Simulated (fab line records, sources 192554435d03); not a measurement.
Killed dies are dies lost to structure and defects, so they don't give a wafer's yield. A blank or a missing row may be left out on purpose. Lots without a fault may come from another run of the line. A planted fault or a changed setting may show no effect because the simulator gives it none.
Chamber matching | flow n5_finfet | N5_STI_FIN_REVEAL_ALD_14 on ald_sin-04: 4 sister chambers
The step deposits Si3N4, target thk 3 nm. 4 wafers are shown with their chamber, then 7 later ones without.

WAFERS WITH THEIR CHAMBER
wafer  | chamber | heater_power_w (W)
L085.5 | 2       | 851
L085.6 | 3       | 910
L095.1 | 0       | 919
L095.2 | 1       | 841

WAFERS WITHOUT THEIR CHAMBER
wafer  | heater_power_w (W)
L095.3 | 911
L095.4 | 858
L095.5 | 925
L095.6 | 883
L097.1 | 838
L097.2 | 890
L097.4 | 888

WHICH CHAMBER EACH WENT THROUGH
wafer  | from the rows above               | in truth
L095.3 | can't be placed: 3 or 0           | 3
L095.4 | can't be placed: 2 or 1           | 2
L095.5 | can't be placed: 0 or 3           | 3
L095.6 | can't be placed: 3 or 2 or 0 or 1 | 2
L097.1 | can't be placed: 1 or 2           | 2
L097.2 | can't be placed: 3 or 0 or 2 or 1 | 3
L097.4 | can't be placed: 3 or 0 or 2 or 1 | 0
Placed correctly: 0 of 7. Can't be placed from these rows: 7 (the true chamber is among the candidates in 7). Placed wrongly: 0.
How it was worked out, from the rows above alone: a wafer's distance from a chamber is the root of the sum, over the readings, of the square of ((its reading less the chamber's mean) divided by the reading's scatter). The wafer belongs to the nearest chamber; if the next one is less than 2 further off, it can't be placed. A chamber's mean is the mean of its shown wafers. The scatter: with one shown wafer a chamber, the root of the mean of the squares of how far each hidden wafer lies from its nearest shown one.
